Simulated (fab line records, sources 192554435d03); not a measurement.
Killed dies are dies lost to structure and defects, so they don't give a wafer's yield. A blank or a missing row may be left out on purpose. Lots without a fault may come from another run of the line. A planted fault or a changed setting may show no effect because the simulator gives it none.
Which tool did it? | flow n5_finfet | 24 lots, 72 wafers sampled, at 2 steps of a route of 1938

WHAT THE GAUGES READ, wafer by wafer
N5_BEOL_M4_INSPECT_30: inspects for defects (brightfield). Usual: raw_defect_count 415, standard deviation 100.
lot  | measured     | on                | raw_defect_count | flag
L075 | day 9 07:01  | defect_inspect-01 | 582 722 395      |
L074 | day 10 03:20 | defect_inspect-02 | 330 409 354      |
L076 | day 10 03:24 | defect_inspect-02 | 244 402 290      |
L077 | day 10 18:55 | defect_inspect-01 | 377 454 358      |
L078 | day 10 22:30 | defect_inspect-01 | 343 353 486      |
L083 | day 11 11:38 | defect_inspect-02 | 412 397 404      |
L079 | day 11 15:32 | defect_inspect-02 | 297 295 264      |
L081 | day 12 00:46 | defect_inspect-02 | 375 330 421      |
L084 | day 12 09:07 | defect_inspect-01 | 634 618 539      |
L085 | day 12 09:49 | defect_inspect-01 | 462 312 309      |
L082 | day 12 12:27 | defect_inspect-02 | 402 345 287      |
L080 | day 12 15:37 | defect_inspect-02 | 274 420 222      |
L087 | day 12 20:58 | defect_inspect-02 | 460 335 445      |
L086 | day 13 10:08 | defect_inspect-01 | 565 716 506      |
L089 | day 13 13:07 | defect_inspect-01 | 276 463 431      |
L088 | day 13 13:23 | defect_inspect-02 | 292 318 260      |
L093 | day 13 16:23 | defect_inspect-01 | 516 578 466      |
L090 | day 13 17:06 | defect_inspect-01 | 343 397 610      |
L092 | day 13 23:11 | defect_inspect-01 | 436 407 423      |
L091 | day 14 04:31 | defect_inspect-02 | 553 449 404      |
L094 | day 14 10:25 | defect_inspect-01 | 593 454 519      |
L095 | day 14 15:26 | defect_inspect-01 | 381 459 357      |
L097 | day 14 16:25 | defect_inspect-01 | 324 305 462      |
L096 | day 14 21:08 | defect_inspect-02 | 405 360 387      |

WHICH TOOL RAN EACH LOT (tool, then ch and the chambers of the sampled wafers, then the start)
lot  | N5_BEOL_M4_STRIP_19
L075 | rie_diel-03 ch 0,1,3, day 9 06:25
L074 | rie_diel-03 ch 2,3, day 10 00:20
L076 | rie_diel-03 ch 0,2,3, day 10 02:42
L077 | rie_diel-04 ch 0,2,3, day 10 13:50
L078 | rie_diel-04 ch 0,1,2, day 10 21:54
L083 | rie_diel-03 ch 0,3, day 11 11:09
L079 | rie_diel-03 ch 0,3, day 11 15:04
L081 | rie_diel-04 ch 0,1,2, day 12 00:10
L084 | rie_diel-04 ch 0,3, day 12 08:38
L085 | rie_diel-03 ch 0,2,3, day 12 09:20
L082 | rie_diel-01 ch 1,3, day 12 11:50
L080 | rie_diel-03 ch 0,2,3, day 12 15:04
L087 | rie_diel-04 ch 3, day 12 20:28
L086 | rie_diel-01 ch 0,1, day 13 09:40
L089 | rie_diel-01 ch 0,1,2, day 13 12:31
L088 | rie_diel-01 ch 1,2,3, day 13 12:47
L093 | rie_diel-01 ch 0,1,2, day 13 15:46
L090 | rie_diel-01 ch 0,1, day 13 16:29
L092 | rie_diel-04 ch 1,2,3, day 13 22:35
L091 | rie_diel-04 ch 0,2, day 14 04:03
L094 | rie_diel-04 ch 1,2, day 14 09:56
L095 | rie_diel-01 ch 0,1,2, day 14 14:50
L097 | rie_diel-03 ch 0,1,3, day 14 15:56
L096 | rie_diel-01 ch 0,1, day 14 20:39
- N5_BEOL_M4_STRIP_19: strips in O2.

WHAT THE TOOLS THEMSELVES READ (means of the sampled wafers that have a number; where no wafer has one, the mark that the record gives instead)
N5_BEOL_M4_STRIP_19. Usual: drypump_motor_current_A 5.8 A, standard deviation 0.53; oes_product_au 0.77 a.u., standard deviation 0.087; rf_vpp_V 3.7 V, standard deviation 0.43; showerhead_plenum_p_Torr 2.09 Torr, standard deviation 0.068; throttle_valve_pct 16.70 %, standard deviation 0.25.
lot  | tool        | drypump_motor_current_A (A) | oes_product_au (a.u.) | rf_vpp_V (V) | showerhead_plenum_p_Torr (Torr) | throttle_valve_pct (%) | flag
L075 | rie_diel-03 | 5.4                         | 0.77                  | 4.0          | 2.12                            | 16.50                  |
L074 | rie_diel-03 | 6.3                         | 0.71                  | 3.9          | 2.11                            | 16.68                  |
L076 | rie_diel-03 | 6.0                         | 0.71                  | 3.7          | 2.11                            | 16.60                  |
L077 | rie_diel-04 | 5.7                         | 0.69                  | 3.8          | 2.05                            | 16.84                  |
L078 | rie_diel-04 | 5.8                         | 0.71                  | 3.4          | 2.02                            | 16.99                  |
L083 | rie_diel-03 | 5.5                         | 0.71                  | 3.8          | 2.07                            | 16.43                  |
L079 | rie_diel-03 | 5.5                         | 0.71                  | 3.8          | 2.07                            | 16.44                  |
L081 | rie_diel-04 | 5.7                         | 0.70                  | 3.9          | 2.02                            | 17.02                  |
L084 | rie_diel-04 | 6.0                         | 0.69                  | 3.2          | 2.10                            | 16.74                  |
L085 | rie_diel-03 | 6.0                         | 0.80                  | 3.5          | 2.10                            | 16.47                  |
L082 | rie_diel-01 | 6.0                         | 0.76                  | 3.5          | 2.07                            | 16.73                  |
L080 | rie_diel-03 | 6.0                         | 0.80                  | 3.4          | 2.10                            | 16.46                  |
L087 | rie_diel-04 | 6.0                         | 0.69                  | 3.7          | 2.16                            | 16.64                  |
L086 | rie_diel-01 | 6.3                         | 0.88                  | 3.8          | 2.05                            | 16.41                  |
L089 | rie_diel-01 | 5.9                         | 0.84                  | 3.5          | 2.07                            | 16.60                  |
L088 | rie_diel-01 | 5.8                         | 0.80                  | 3.2          | 2.08                            | 16.73                  |
L093 | rie_diel-01 | 5.9                         | 0.85                  | 3.6          | 2.07                            | 16.60                  |
L090 | rie_diel-01 | 6.2                         | 0.86                  | 3.3          | 2.04                            | 16.48                  |
L092 | rie_diel-04 | 5.8                         | 0.80                  | 3.6          | 2.17                            | 16.78                  |
L091 | rie_diel-04 | 5.6                         | 0.78                  | 3.7          | 2.07                            | 16.84                  |
L094 | rie_diel-04 | 5.9                         | 0.82                  | 3.9          | 2.15                            | 16.93                  |
L095 | rie_diel-01 | 5.9                         | 0.83                  | 4.1          | 2.07                            | 16.63                  |
L097 | rie_diel-03 | 5.4                         | 0.73                  | 3.7          | 2.11                            | 16.57                  |
L096 | rie_diel-01 | 6.3                         | 0.86                  | 3.6          | 2.04                            | 16.44                  |

THE ANSWER, worked out from the rows above alone
Rule: a lot is off if the mean of its wafers that have a number lies more than 3 standard deviations from the usual mean. A lot without any number at a reading at which 4 lots or more have one is off too. The other lots that the step has rows for count as sound. The gauges are gone through in route order, then the tools' own readings, and for those a lot's mean is taken as printed above. The first step at which some lot is off is used, and at that step the reading that is off furthest; a lot without a number counts as furthest.
No lot is off at any reading shown: from this, nothing can be told.

WHAT THE SIMULATOR HAD PUT IN
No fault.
